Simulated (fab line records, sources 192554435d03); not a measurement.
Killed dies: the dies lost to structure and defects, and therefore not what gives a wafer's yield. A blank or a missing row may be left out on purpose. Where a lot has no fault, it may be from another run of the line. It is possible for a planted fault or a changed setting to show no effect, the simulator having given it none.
Split-lot experiment / flow n5_finfet / route with 1938 steps; 7 lots, 21 wafers read

== THE SPLIT ITSELF ==
At N5_BEOL_M6_COAT_71 (time 60 s, resist thk 5 nm), the setting spin_rpm was moved away from the recipe's 1500 rpm on 10 of the 21 wafers read, by -8.1% to +6.9%. All remaining wafers had this setting at the recipe value.

== FROM THE SPLIT TO THE READING: what the file shows between them, 3 steps ==
- N5_BEOL_M6_COAT_22: resist thk 30 nm
- N5_BEOL_M6_EBR_24
- N5_BEOL_M6_DESCUM_33: chemistry O2, time 7 s

== THE READING ==
etch.depth_nm (the simulator's own value, which no gauge read), in nm, at N5_BEOL_M6_ETCH_72 (etches underlayer in N2/H2, target depth 6.5 nm, time 5.2 s). There is no usual value for it anywhere in the file. The 11 wafers here that ran the recipe average 4.992 nm, standard deviation 0.011 nm.

wafer=L077.3; tool, chamber at the split=litho_track-03, 0; spin_rpm as run, rpm=1379; against the recipe=-8.1%; etch.depth_nm, nm=5.213; against lot-mates on the recipe=+0.209
wafer=L077.5; tool, chamber at the split=litho_track-03, 0; spin_rpm as run, rpm=1379; against the recipe=-8.1%; etch.depth_nm, nm=5.201; against lot-mates on the recipe=+0.197
wafer=L077.6; tool, chamber at the split=litho_track-03, 0; spin_rpm as run, rpm=1500; against the recipe=recipe; etch.depth_nm, nm=5.004; against lot-mates on the recipe=-
wafer=L076.3; tool, chamber at the split=litho_track-05, 0; spin_rpm as run, rpm=1500; against the recipe=recipe; etch.depth_nm, nm=4.975; against lot-mates on the recipe=-
wafer=L076.4; tool, chamber at the split=litho_track-05, 0; spin_rpm as run, rpm=1500; against the recipe=recipe; etch.depth_nm, nm=4.982; against lot-mates on the recipe=-
wafer=L076.6; tool, chamber at the split=litho_track-05, 0; spin_rpm as run, rpm=1500; against the recipe=recipe; etch.depth_nm, nm=4.98; against lot-mates on the recipe=-
wafer=L078.4; tool, chamber at the split=litho_track-05, 0; spin_rpm as run, rpm=1500; against the recipe=recipe; etch.depth_nm, nm=4.998; against lot-mates on the recipe=-
wafer=L078.5; tool, chamber at the split=litho_track-05, 0; spin_rpm as run, rpm=1500; against the recipe=recipe; etch.depth_nm, nm=4.987; against lot-mates on the recipe=-
wafer=L078.6; tool, chamber at the split=litho_track-05, 0; spin_rpm as run, rpm=1591; against the recipe=+6.1%; etch.depth_nm, nm=4.845; against lot-mates on the recipe=-0.147
wafer=L083.3; tool, chamber at the split=litho_track-05, 0; spin_rpm as run, rpm=1500; against the recipe=recipe; etch.depth_nm, nm=4.993; against lot-mates on the recipe=-
wafer=L083.5; tool, chamber at the split=litho_track-05, 0; spin_rpm as run, rpm=1571; against the recipe=+4.7%; etch.depth_nm, nm=4.877; against lot-mates on the recipe=-0.116
wafer=L083.6; tool, chamber at the split=litho_track-05, 0; spin_rpm as run, rpm=1571; against the recipe=+4.7%; etch.depth_nm, nm=4.881; against lot-mates on the recipe=-0.112
wafer=L090.3; tool, chamber at the split=litho_track-05, 0; spin_rpm as run, rpm=1444; against the recipe=-3.7%; etch.depth_nm, nm=5.088; against lot-mates on the recipe=+0.082
wafer=L090.4; tool, chamber at the split=litho_track-05, 0; spin_rpm as run, rpm=1500; against the recipe=recipe; etch.depth_nm, nm=5.006; against lot-mates on the recipe=-
wafer=L090.6; tool, chamber at the split=litho_track-05, 0; spin_rpm as run, rpm=1444; against the recipe=-3.7%; etch.depth_nm, nm=5.085; against lot-mates on the recipe=+0.079
wafer=L094.2; tool, chamber at the split=litho_track-01, 0; spin_rpm as run, rpm=1430; against the recipe=-4.7%; etch.depth_nm, nm=5.13; against lot-mates on the recipe=+0.135
wafer=L094.3; tool, chamber at the split=litho_track-01, 0; spin_rpm as run, rpm=1500; against the recipe=recipe; etch.depth_nm, nm=5.007; against lot-mates on the recipe=-
wafer=L094.4; tool, chamber at the split=litho_track-01, 0; spin_rpm as run, rpm=1500; against the recipe=recipe; etch.depth_nm, nm=4.983; against lot-mates on the recipe=-
wafer=L082.2; tool, chamber at the split=litho_track-01, 0; spin_rpm as run, rpm=1604; against the recipe=+6.9%; etch.depth_nm, nm=4.828; against lot-mates on the recipe=-0.172
wafer=L082.4; tool, chamber at the split=litho_track-01, 0; spin_rpm as run, rpm=1604; against the recipe=+6.9%; etch.depth_nm, nm=4.832; against lot-mates on the recipe=-0.168
wafer=L082.6; tool, chamber at the split=litho_track-01, 0; spin_rpm as run, rpm=1500; against the recipe=recipe; etch.depth_nm, nm=5; against lot-mates on the recipe=-

FIT RESULTS
A straight line over all 21 wafers: etch.depth_nm changes by -0.0253 nm for each +1% of spin_rpm; r = -1.00; the points scatter about the line by 0.011 nm.
The same after taking each lot's own level away (the mean of its wafers on the recipe; 21 wafers): -0.0247 nm for each +1%; r = -1.00; scatter 0.0079 nm.
The reading moves by 0.2 nm for the largest change in spin_rpm, on that fit.
Measured against the standard deviation above, the lots' own levels, which go from 4.9790 to 5.0060 nm, span 2.5 times it.
The two slopes are in agreement: the lot-to-lot level therefore moves the slope only a little.
Check: for one of the wafers moved furthest among these (-8.1%), held out of the fit, the line's prediction against its lot-mates is +0.197 nm. It came out at +0.209 nm against them.

== THE OTHER SPLITS THESE WAFERS WENT THROUGH ==
These wafers also went through other splits before the reading. Each is held against what the fit with the lots' levels taken away leaves over:
other split on the same wafers=N5_BEOL_M6_ETCH_62 time_s; wafers away from the commonest value=6; r with etch.depth_nm (lot level and that fit taken away)=+0.72

== THE FILE'S OWN FIT ==
etch.depth_nm changes by -0.0249 nm for each +1% of spin_rpm, r = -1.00.
